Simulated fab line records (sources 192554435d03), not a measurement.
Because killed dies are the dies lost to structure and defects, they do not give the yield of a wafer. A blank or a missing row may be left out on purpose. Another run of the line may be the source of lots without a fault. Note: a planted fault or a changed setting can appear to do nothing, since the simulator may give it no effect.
fab line records | flow n5-finfet | part 2 of 2: steps 4 to 6 of 6
record: lots: 21 | wafers: 63 | last-day: 21
route steps=1938 shown BEOL_M0_SAQP@677 BEOL_M0_CUTY@713 BEOL_M0@739 BEOL_M1@770
lots that met no fault: taken from a fault-free run of the same line
start-h: the number of hours between the record's first day and the start of the first shown wafer of the lot | wait-h: hours since the lot's step before | " identical to the entry in the row above | L1.1+2: a single row standing in for several wafers | - no value present, or no start provided | * or withheld: withheld | < > ~ a bound
route shown NAME@n: a module of which the file shows steps, and the number in the route of the first | usual: average and standard deviation across the fault-free wafers | same: alike in all rows | chamber/n: place in a boat | sites: readings site by site | _std_site: the values' standard deviation | _edge_site: inner sites' mean taken away from outer sites' mean | radius-mm: for every site, how far away it sits from the centre of the wafer | mask NAME#n: copy n | behind: tool/chamber where the wafer was last shaped | hold: why the lot went on hold/how many hours it stayed there/how the hold came to an end | device: the n, p or np transistor that did not switch | end of line: tests of these same wafers at the route's end | a step given without rows: its recipe and nothing more | killed: dies that structure and defects cost at the first sort, which is not the same as the wafer's yield | map: per-die view of a wafer (x killed, . not killed, _ where there is no die)
set.NAME: the setting the step ran with; set.NAME@STEP: the setting that earlier step ran with | model.NAME: the simulator's own value behind a step, which no gauge read
route steps across a sampled set of lots; one table per step, one row per wafer
services: the hour from which a tool's chamber was out of use, counted from the record's first day as start-h (under 0 if before that day), plus the number of hours and why
== steps ==
step: N5_BEOL_M0_CUTY_ETCH_63
recipe: chemistry: N2/H2 | target: SOC | target-depth-a: 827 | overetch-a: 165 | mask-material: SiARC | temp-c: 40 | ion-energy-ev: 200 | time-s: 124 | pressure-mtorr: 30 | source-w: 840 | bias-w: 150 | n2-flow-sccm: 200 | h2-flow-sccm: 200
usual: drypump-motor-current-A: 5.6/0.5 | n2-flow-sccm: 200.1/0.64 | oes-product-au: 0.64/0.066 | rf-vpp-V: 523.8/2.1 | showerhead-plenum-p-Torr: 2.54/0.08 | throttle-valve-pct: 17.67/0.22
same: time-s: 124
lot.wafer | tool        | chamber | start-h | wait-h | drypump-motor-current-A | n2-flow-sccm | oes-product-au | rf-hours-counter-h | rf-vpp-V | showerhead-plenum-p-Torr | throttle-valve-pct
L074.3    | rie-diel-04 | 1       | 112.46  | 0.0    | 6.3                     | 200.9        | 0.75           | 14                 | 524.3    | 2.62                     | 17.88
L074.4    | "           | 3       | "       | "      | 6.6                     | 200.8        | 0.60           | 189                | 527.7    | 2.62                     | 17.54
L074.6    | "           | 0       | "       | "      | 5.8                     | 199.3        | 0.57           | -                  | 522.5    | 2.49                     | 17.52
L075.1    | rie-diel-04 | 3       | 115.67  | 0.0    | 6.5                     | 200.9        | 0.60           | 190                | 525.7    | 2.62                     | 17.53
L075.3    | "           | 1       | "       | "      | 6.4                     | 200.3        | 0.75           | 14                 | 527.2    | 2.62                     | 17.89
L075.6    | "           | 2       | "       | "      | 4.9                     | 200.3        | 0.64           | -                  | 522.6    | 2.56                     | 17.41
L076.1    | rie-diel-01 | 1       | 122.69  | 0.0    | 5.0                     | 200.4        | 0.62           | 145                | 528.3    | 2.70                     | 18.02
L076.4    | "           | 0       | "       | "      | 5.5                     | 201.2        | 0.60           | 176                | 522.2    | 2.54                     | 17.82
L076.6    | "           | 0       | "       | "      | 5.5                     | 201.5        | 0.59           | -                  | 525.0    | 2.54                     | 17.84
L077.3    | rie-diel-04 | 1       | 132.77  | 0.0    | 6.4                     | 200.7        | 0.75           | 20                 | 525.7    | 2.61                     | 17.91
L077.5    | "           | 3       | "       | "      | 6.6                     | 201.1        | 0.59           | -                  | 525.6    | 2.62                     | 17.56
L077.6    | "           | 1       | "       | "      | 6.3                     | 200.0        | 0.74           | -                  | 526.1    | 2.62                     | 17.90
L078.2    | rie-diel-05 | 3       | 139.38  | 0.0    | 5.2                     | 198.9        | 0.81           | 6                  | 522.6    | 2.49                     | 17.55
L078.4    | "           | 1       | "       | "      | 6.4                     | 201.0        | 0.73           | 22                 | 521.7    | 2.50                     | 17.40
L078.6    | "           | 2       | "       | "      | 5.4                     | 200.0        | 0.64           | -                  | 524.9    | 2.54                     | 17.38
L079.2    | rie-diel-05 | 0       | 147.19  | 0.0    | 5.2                     | 200.3        | 0.66           | 92                 | 526.1    | 2.56                     | 17.54
L079.3    | "           | 2       | "       | "      | 5.4                     | 200.7        | 0.64           | 126                | 524.4    | 2.54                     | 17.38
L079.4    | "           | 1       | "       | "      | 6.4                     | 201.1        | 0.73           | 25                 | 522.4    | 2.49                     | 17.41
L080.2    | rie-diel-01 | 2       | 156.84  | 0.0    | 5.2                     | 201.0        | 0.58           | 223                | 518.8    | 2.40                     | 17.53
L080.3    | "           | 1       | "       | "      | 5.1                     | 199.9        | 0.61           | 151                | 525.5    | 2.70                     | 18.04
L080.5    | "           | 2       | "       | "      | 5.3                     | 199.6        | 0.58           | -                  | 519.4    | 2.40                     | 17.52
L081.1    | rie-diel-01 | 0       | 164.61  | 0.0    | 5.5                     | 200.1        | 0.59           | 185                | 524.1    | 2.53                     | 17.85
L081.2    | "           | 1       | "       | "      | 5.0                     | 199.7        | 0.62           | 153                | 528.6    | 2.70                     | 18.05
L081.5    | "           | 1       | "       | "      | 5.1                     | 199.7        | 0.62           | -                  | 527.3    | 2.70                     | 18.04
L082.2    | rie-diel-01 | 3       | 165.63  | 0.0    | 5.7                     | 200.5        | 0.70           | 53                 | 521.6    | 2.50                     | 17.46
L082.5    | "           | 3       | "       | "      | 5.7                     | 199.7        | 0.70           | -                  | 523.8    | 2.50                     | 17.46
L082.6    | "           | 0       | "       | "      | 5.5                     | 199.6        | 0.59           | -                  | 522.4    | 2.53                     | 17.84
L083.2    | rie-diel-04 | 2       | 168.50  | 0.0    | 4.9                     | 199.6        | 0.63           | 136                | 524.6    | 2.56                     | 17.43
L083.3    | "           | 3       | "       | "      | 6.5                     | 198.9        | 0.59           | 204                | 524.2    | 2.61                     | 17.55
L083.4    | "           | 0       | "       | "      | 5.7                     | 198.9        | 0.57           | 221                | 523.4    | 2.48                     | 17.53
L084.2    | rie-diel-04 | 3       | 176.72  | 0.0    | 6.6                     | 200.0        | 0.59           | 206                | 528.7    | 2.61                     | 17.56
L084.4    | "           | 2       | "       | "      | 4.9                     | 199.9        | 0.62           | 139                | 523.9    | 2.56                     | 17.45
L084.5    | "           | 0       | "       | "      | 5.7                     | 199.1        | 0.56           | -                  | 524.1    | 2.48                     | 17.54
L085.1    | rie-diel-01 | 2       | 177.55  | 0.0    | 5.2                     | 199.9        | 0.58           | 228                | 520.0    | 2.40                     | 17.52
L085.2    | "           | 0       | "       | "      | 5.5                     | 199.9        | 0.59           | 188                | 524.3    | 2.53                     | 17.84
L085.3    | "           | 1       | "       | "      | 5.0                     | 199.9        | 0.61           | 156                | 526.9    | 2.69                     | 18.05
L086.3    | rie-diel-01 | 0       | 185.50  | 0.0    | 5.5                     | 200.2        | 0.59           | 191                | 524.7    | 2.53                     | 17.84
L086.4    | "           | 2       | "       | "      | 5.3                     | 201.7        | 0.57           | 231                | 520.4    | 2.40                     | 17.52
L086.5    | "           | 3       | "       | "      | 5.7                     | 200.9        | 0.70           | -                  | 523.2    | 2.49                     | 17.46
L089.2    | rie-diel-01 | 3       | 200.96  | 0.0    | 5.6                     | 198.9        | 0.69           | 63                 | 522.1    | 2.49                     | 17.46
L089.4    | "           | 1       | "       | "      | 5.1                     | 200.5        | 0.61           | 164                | 526.9    | 2.69                     | 18.05
L089.6    | "           | 2       | "       | "      | 5.2                     | 200.4        | 0.57           | -                  | 520.0    | 2.40                     | 17.54
L090.2    | rie-diel-01 | 2       | 207.50  | 0.0    | 5.2                     | 199.7        | 0.57           | 238                | 520.5    | 2.39                     | 17.55
L090.4    | "           | 1       | "       | "      | 5.1                     | 199.9        | 0.61           | 167                | 527.2    | 2.69                     | 18.06
L090.5    | "           | 0       | "       | "      | 5.5                     | 200.1        | 0.58           | -                  | 523.5    | 2.53                     | 17.86
L092.1    | rie-diel-04 | 1       | 223.41  | 0.0    | 6.3                     | 199.8        | 0.71           | 43                 | 524.0    | 2.60                     | 17.94
L092.4    | "           | 3       | "       | "      | 6.6                     | 200.0        | 0.59           | 217                | 526.3    | 2.61                     | 17.58
L092.6    | "           | 0       | "       | "      | 5.8                     | 200.6        | 0.56           | -                  | 522.3    | 2.48                     | 17.56
L093.1    | rie-diel-04 | 2       | 226.99  | 0.0    | 4.9                     | 200.2        | 0.61           | 156                | 523.6    | 2.55                     | 17.47
L093.5    | "           | 0       | "       | "      | 5.7                     | 200.8        | 0.55           | -                  | 523.2    | 2.48                     | 17.58
L093.6    | "           | 1       | "       | "      | 6.4                     | 200.8        | 0.71           | -                  | 525.2    | 2.60                     | 17.93
L094.2    | rie-diel-01 | 1       | 237.87  | 0.0    | 5.1                     | 200.0        | 0.60           | 178                | 526.9    | 2.68                     | 18.10
L094.3    | "           | 2       | "       | "      | 5.2                     | 199.8        | 0.56           | 250                | 520.2    | 2.39                     | 17.56
L094.4    | "           | 0       | "       | "      | 5.5                     | 200.7        | 0.58           | 208                | 525.4    | 2.52                     | 17.89
L095.2    | rie-diel-04 | 2       | 242.09  | 0.0    | 4.9                     | 200.4        | 0.60           | 161                | 522.9    | 2.55                     | 17.48
L095.3    | "           | 3       | "       | "      | 6.6                     | 199.9        | 0.58           | 225                | 525.7    | 2.60                     | 17.59
L095.5    | "           | 1       | "       | "      | 6.3                     | 200.7        | 0.70           | -                  | 524.9    | 2.60                     | 17.95
L096.2    | rie-diel-01 | 1       | 246.59  | 0.0    | 5.0                     | 199.2        | 0.59           | 183                | 527.3    | 2.68                     | 18.08
L096.3    | "           | 3       | "       | "      | 5.7                     | 199.9        | 0.68           | 81                 | 522.2    | 2.49                     | 17.49
L096.4    | "           | 1       | "       | "      | 5.0                     | 199.7        | 0.60           | -                  | 525.8    | 2.68                     | 18.08
L097.1    | rie-diel-01 | 3       | 255.65  | 0.0    | 5.7                     | 200.0        | 0.66           | 86                 | 521.5    | 2.48                     | 17.53
L097.2    | "           | 1       | "       | "      | 5.1                     | 199.7        | 0.60           | 189                | 526.9    | 2.68                     | 18.09
L097.4    | "           | 1       | "       | "      | 5.1                     | 199.8        | 0.59           | -                  | 526.1    | 2.68                     | 18.10
step: N5_BEOL_M0_ANNEAL_135
recipe: temp-c: 400 | time-s: 60 | ambient: vacuum
usual: heater-power-w: 830/86
same: time-s: 60
lot.wafer | tool           | chamber | start-h | wait-h | heater-power-w
L074.3    | pvd-sputter-02 | -       | 117.26  | 0.0    | 964
L074.4    | "              | -       | "       | "      | 782
L074.6    | "              | -       | "       | "      | 1015
L075.1    | pvd-sputter-03 | -       | 119.89  | 0.0    | 740
L075.3    | "              | -       | "       | "      | 824
L075.6    | "              | -       | "       | "      | 809
L076.1    | pvd-sputter-02 | -       | 126.82  | 0.0    | 777
L076.4    | "              | -       | "       | "      | 761
L076.6    | "              | -       | "       | "      | 1032
L077.3    | pvd-sputter-01 | -       | 139.96  | 0.0    | 790
L077.5    | "              | -       | "       | "      | 843
L077.6    | "              | -       | "       | "      | 805
L078.2    | pvd-sputter-01 | -       | 146.03  | 0.0    | 791
L078.4    | "              | -       | "       | "      | 780
L078.6    | "              | -       | "       | "      | 817
L079.2    | pvd-sputter-01 | -       | 153.30  | 0.0    | 837
L079.3    | "              | -       | "       | "      | 814
L079.4    | "              | -       | "       | "      | 844
L080.2    | pvd-sputter-01 | -       | 162.08  | 0.0    | 827
L080.3    | "              | -       | "       | "      | 844
L080.5    | "              | -       | "       | "      | 820
L081.1    | pvd-sputter-02 | -       | 170.70  | 0.0    | 1018
L081.2    | "              | -       | "       | "      | 789
L081.5    | "              | -       | "       | "      | 772
L083.2    | pvd-sputter-02 | -       | 171.14  | 0.0    | 774
L083.3    | "              | -       | "       | "      | 953
L083.4    | "              | -       | "       | "      | 778
L082.2    | pvd-sputter-03 | -       | 172.64  | 0.0    | 815
L082.5    | "              | -       | "       | "      | 788
L082.6    | "              | -       | "       | "      | 761
L085.1    | pvd-sputter-02 | -       | 182.96  | 0.0    | 952
L085.2    | "              | -       | "       | "      | 1015
L085.3    | "              | -       | "       | "      | 792
L084.2    | pvd-sputter-03 | -       | 185.78  | 0.0    | 732
L084.4    | "              | -       | "       | "      | 808
L084.5    | "              | -       | "       | "      | 736
L086.3    | pvd-sputter-03 | -       | 190.66  | 0.0    | 810
L086.4    | "              | -       | "       | "      | 725
L086.5    | "              | -       | "       | "      | 748
L089.2    | pvd-sputter-03 | -       | 205.59  | 0.0    | 758
L089.4    | "              | -       | "       | "      | 789
L089.6    | "              | -       | "       | "      | 736
L090.2    | pvd-sputter-01 | -       | 216.09  | 0.0    | 848
L090.4    | "              | -       | "       | "      | 806
L090.5    | "              | -       | "       | "      | 799
L092.1    | pvd-sputter-02 | -       | 230.84  | 0.0    | 1026
L092.4    | "              | -       | "       | "      | 798
L092.6    | "              | -       | "       | "      | 1013
L093.1    | pvd-sputter-02 | -       | 232.40  | 0.0    | 987
L093.5    | "              | -       | "       | "      | 1026
L093.6    | "              | -       | "       | "      | 789
L094.2    | pvd-sputter-01 | -       | 241.51  | 0.0    | 853
L094.3    | "              | -       | "       | "      | 806
L094.4    | "              | -       | "       | "      | 815
L095.2    | pvd-sputter-03 | -       | 249.32  | 0.0    | 834
L095.3    | "              | -       | "       | "      | 746
L095.5    | "              | -       | "       | "      | 748
L096.2    | pvd-sputter-03 | -       | 251.76  | 0.0    | 798
L096.3    | "              | -       | "       | "      | 729
L096.4    | "              | -       | "       | "      | 745
L097.1    | pvd-sputter-02 | -       | 259.20  | 0.0    | 792
L097.2    | "              | -       | "       | "      | 979
L097.4    | "              | -       | "       | "      | 774
step: N5_BEOL_M1_ETCH_64
recipe: chemistry: N2/H2 | target: SOC | target-depth-a: 750 | overetch-a: 150 | mask-material: SiARC | temp-c: 40 | time-s: 112.5 | ion-energy-ev: 200 | pressure-mtorr: 30 | source-w: 840 | bias-w: 150 | n2-flow-sccm: 200 | h2-flow-sccm: 200
usual: drypump-motor-current-A: 5.7/0.35 | n2-flow-sccm: 199.9/0.6 | oes-product-au: 0.62/0.061 | rf-vpp-V: 524.1/2.8 | showerhead-plenum-p-Torr: 2.55/0.11 | throttle-valve-pct: 17.7/0.31
same: time-s: 112.5
lot.wafer | tool        | chamber | start-h | wait-h | drypump-motor-current-A | n2-flow-sccm | oes-product-au | rf-hours-counter-h | rf-vpp-V | showerhead-plenum-p-Torr | throttle-valve-pct
L074.3    | rie-diel-03 | 3       | 119.61  | 0.0    | 5.1                     | 200.2        | 0.74           | 16                 | 527.4    | 2.72                     | 17.8
L074.4    | "           | 0       | "       | "      | 6.1                     | 200.2        | 0.64           | 101                | 523.6    | 2.56                     | 17.4
L074.6    | "           | 1       | "       | "      | 5.8                     | 200.2        | 0.57           | -                  | 527.1    | 2.61                     | 18.3
L075.1    | rie-diel-02 | 1       | 122.55  | 0.0    | 5.4                     | 200.1        | 0.62           | 114                | 522.0    | 2.47                     | 17.7
L075.3    | "           | 3       | "       | "      | 5.8                     | 199.5        | 0.60           | 155                | 526.9    | 2.65                     | 17.8
L075.6    | "           | 2       | "       | "      | 5.7                     | 200.2        | 0.63           | -                  | 518.6    | 2.32                     | 17.6
L076.1    | rie-diel-06 | 3       | 129.84  | 0.0    | 5.4                     | 199.2        | 0.73           | 17                 | 523.2    | 2.47                     | 17.4
L076.4    | "           | 0       | "       | "      | 6.3                     | 199.9        | 0.64           | 74                 | 526.0    | 2.54                     | 17.3
L076.6    | "           | 3       | "       | "      | 5.4                     | 199.7        | 0.73           | -                  | 523.6    | 2.47                     | 17.4
L077.3    | rie-diel-02 | 1       | 143.74  | 0.0    | 5.4                     | 200.1        | 0.62           | 118                | 519.6    | 2.47                     | 17.7
L077.5    | "           | 3       | "       | "      | 5.9                     | 200.4        | 0.59           | -                  | 524.5    | 2.64                     | 17.8
L077.6    | "           | 2       | "       | "      | 5.7                     | 199.7        | 0.62           | -                  | 518.7    | 2.32                     | 17.6
L078.2    | rie-diel-02 | 3       | 148.01  | 0.0    | 5.9                     | 200.3        | 0.59           | 160                | 526.0    | 2.64                     | 17.8
L078.4    | "           | 2       | "       | "      | 5.6                     | 199.3        | 0.62           | 129                | 518.1    | 2.32                     | 17.6
L078.6    | "           | 2       | "       | "      | 5.7                     | 199.3        | 0.62           | -                  | 516.8    | 2.32                     | 17.6
L079.2    | rie-diel-06 | 0       | 158.57  | 0.0    | 6.3                     | 199.9        | 0.64           | 78                 | 525.2    | 2.54                     | 17.3
L079.3    | "           | 3       | "       | "      | 5.4                     | 199.1        | 0.72           | 21                 | 522.2    | 2.47                     | 17.4
L079.4    | "           | 1       | "       | "      | 5.5                     | 198.5        | 0.55           | 216                | 524.9    | 2.61                     | 17.8
L080.2    | rie-diel-06 | 0       | 163.98  | 0.0    | 6.2                     | 201.3        | 0.63           | 79                 | 524.9    | 2.54                     | 17.3
L080.3    | "           | 3       | "       | "      | 5.4                     | 199.5        | 0.71           | 22                 | 521.9    | 2.47                     | 17.5
L080.5    | "           | 0       | "       | "      | 6.3                     | 201.3        | 0.64           | -                  | 525.1    | 2.54                     | 17.3
L081.1    | rie-diel-06 | 0       | 173.57  | 0.0    | 6.2                     | 199.8        | 0.63           | 80                 | 524.8    | 2.54                     | 17.3
L081.2    | "           | 2       | "       | "      | 5.2                     | 201.0        | 0.72           | 15                 | 524.7    | 2.61                     | 17.4
L081.5    | "           | 1       | "       | "      | 5.5                     | 199.1        | 0.55           | -                  | 524.8    | 2.61                     | 17.8
L083.2    | rie-diel-03 | 1       | 173.93  | 0.0    | 5.8                     | 200.5        | 0.56           | 215                | 526.7    | 2.60                     | 18.3
L083.3    | "           | 0       | "       | "      | 6.2                     | 199.6        | 0.63           | 112                | 525.7    | 2.56                     | 17.4
L083.4    | "           | 0       | "       | "      | 6.1                     | 199.9        | 0.64           | -                  | 524.2    | 2.56                     | 17.4
L082.2    | rie-diel-02 | 1       | 174.67  | 0.0    | 5.4                     | 199.1        | 0.63           | 123                | 521.1    | 2.47                     | 17.7
L082.5    | "           | 2       | "       | "      | 5.7                     | 199.7        | 0.62           | -                  | 518.4    | 2.32                     | 17.6
L082.6    | "           | 3       | "       | "      | 5.9                     | 200.3        | 0.59           | -                  | 525.6    | 2.64                     | 17.8
L085.1    | rie-diel-03 | 2       | 186.12  | 0.0    | 6.3                     | 200.0        | 0.69           | 57                 | 527.7    | 2.71                     | 17.8
L085.2    | "           | 3       | "       | "      | 5.2                     | 200.1        | 0.71           | 29                 | 528.0    | 2.72                     | 17.8
L085.3    | "           | 0       | "       | "      | 6.2                     | 200.0        | 0.63           | 114                | 524.0    | 2.56                     | 17.4
L084.2    | rie-diel-02 | 3       | 191.37  | 0.0    | 5.9                     | 200.4        | 0.59           | 168                | 526.2    | 2.64                     | 17.8
L084.4    | "           | 2       | "       | "      | 5.7                     | 199.8        | 0.62           | 137                | 519.1    | 2.32                     | 17.6
L084.5    | "           | 3       | "       | "      | 5.9                     | 200.1        | 0.59           | -                  | 526.0    | 2.64                     | 17.8
L086.3    | rie-diel-02 | 2       | 195.25  | 0.0    | 5.7                     | 200.3        | 0.61           | 138                | 519.1    | 2.32                     | 17.6
L086.4    | "           | 0       | "       | "      | 5.7                     | 200.0        | 0.53           | 240                | 522.7    | 2.53                     | 18.4
L086.5    | "           | 0       | "       | "      | 5.8                     | 200.5        | 0.54           | -                  | 522.0    | 2.53                     | 18.4
L089.2    | rie-diel-03 | 1       | 207.88  | 0.0    | 5.8                     | 200.0        | 0.56           | 221                | 526.5    | 2.60                     | 18.3
L089.4    | "           | 0       | "       | "      | 6.2                     | 199.7        | 0.63           | 119                | 524.4    | 2.56                     | 17.4
L089.6    | "           | 3       | "       | "      | 5.1                     | 200.2        | 0.71           | -                  | 527.7    | 2.71                     | 17.8
L090.2    | rie-diel-06 | 1       | 218.31  | 0.0    | 5.5                     | 200.8        | 0.55           | 231                | 525.1    | 2.60                     | 17.9
L090.4    | "           | 0       | "       | "      | 6.3                     | 198.7        | 0.63           | 92                 | 523.6    | 2.54                     | 17.3
L090.5    | "           | 2       | "       | "      | 5.2                     | 199.0        | 0.70           | -                  | 526.3    | 2.60                     | 17.4
L092.1    | rie-diel-03 | 3       | 235.20  | 0.0    | 5.2                     | 200.5        | 0.70           | 41                 | 528.4    | 2.71                     | 17.8
L092.4    | "           | 2       | "       | "      | 6.3                     | 200.3        | 0.67           | 70                 | 528.0    | 2.71                     | 17.8
L092.6    | "           | 1       | "       | "      | 5.8                     | 199.5        | 0.54           | -                  | 526.5    | 2.59                     | 18.3
L093.1    | rie-diel-06 | 2       | 236.33  | 0.0    | 5.2                     | 200.8        | 0.70           | 35                 | 523.2    | 2.60                     | 17.4
L093.5    | "           | 2       | "       | "      | 5.2                     | 199.9        | 0.68           | -                  | 525.7    | 2.60                     | 17.5
L093.6    | "           | 0       | "       | "      | 6.2                     | 200.2        | 0.63           | -                  | 525.4    | 2.53                     | 17.3
L094.2    | rie-diel-02 | 2       | 246.43  | 0.0    | 5.7                     | 199.1        | 0.61           | 155                | 516.1    | 2.31                     | 17.7
L094.3    | "           | 1       | "       | "      | 5.4                     | 200.1        | 0.61           | 140                | 521.0    | 2.46                     | 17.7
L094.4    | "           | 1       | "       | "      | 5.4                     | 199.7        | 0.61           | -                  | 521.1    | 2.46                     | 17.7
L095.2    | rie-diel-06 | 2       | 251.98  | 0.0    | 5.3                     | 200.2        | 0.69           | 41                 | 523.5    | 2.59                     | 17.5
L095.3    | "           | 1       | "       | "      | 5.5                     | 199.5        | 0.54           | 243                | 524.5    | 2.60                     | 17.9
L095.5    | "           | 0       | "       | "      | 6.3                     | 200.2        | 0.62           | -                  | 525.0    | 2.53                     | 17.3
L096.2    | rie-diel-03 | 1       | 255.26  | 0.0    | 5.8                     | 199.3        | 0.54           | 237                | 525.5    | 2.59                     | 18.3
L096.3    | "           | 2       | "       | "      | 6.3                     | 200.4        | 0.67           | 76                 | 527.2    | 2.70                     | 17.8
L096.4    | "           | 3       | "       | "      | 5.2                     | 199.9        | 0.70           | 49                 | 528.5    | 2.71                     | 17.9
L097.1    | rie-diel-06 | 2       | 262.66  | 0.0    | 5.2                     | 201.0        | 0.68           | 45                 | 523.6    | 2.59                     | 17.5
L097.2    | "           | 1       | "       | "      | 5.5                     | 198.5        | 0.53           | 248                | 525.5    | 2.59                     | 17.9
L097.4    | "           | 3       | "       | "      | 5.4                     | 199.1        | 0.68           | 50                 | 521.3    | 2.46                     | 17.5
== services ==
tool           | chamber | start-h | hours | kind
pvd-sputter-02 | -       | 86.23   | 5.7   | repair
rie-diel-06    | -       | 105.21  | 0.6   | repair
pvd-sputter-03 | -       | 106.97  | 1.1   | repair
rie-si-05      | -       | 110.00  | 2.8   | pm
rie-diel-01    | 1       | 110.94  | 3.2   | repair
pvd-sputter-02 | -       | 118.55  | 0.5   | repair
rie-diel-01    | -       | 123.84  | 1.0   | repair
rie-diel-02    | 1       | 124.87  | 2.3   | repair
rie-diel-04    | 0       | 130.04  | 8.7   | repair
pvd-sputter-03 | -       | 135.19  | 3.9   | repair
rie-si-03      | -       | 145.91  | 14.6  | pm
rie-diel-01    | -       | 147.93  | 0.5   | repair
rie-si-03      | 2       | 174.44  | 6.5   | repair
pvd-sputter-03 | -       | 175.65  | 1.1   | repair
pvd-sputter-02 | -       | 184.70  | 1.4   | repair
rie-si-03      | 0       | 187.78  | 7.4   | repair
rie-diel-02    | 1       | 203.70  | 9.6   | repair
rie-diel-04    | 3       | 206.48  | 9.8   | repair
rie-si-03      | 0       | 207.46  | 3.7   | repair
rie-diel-01    | 0       | 208.40  | 5.3   | repair
rie-si-05      | 2       | 209.94  | 1.7   | repair
rie-diel-02    | 0       | 216.37  | 5.1   | repair
rie-diel-01    | 3       | 226.33  | 4.3   | repair
rie-si-03      | 2       | 240.11  | 3.6   | repair
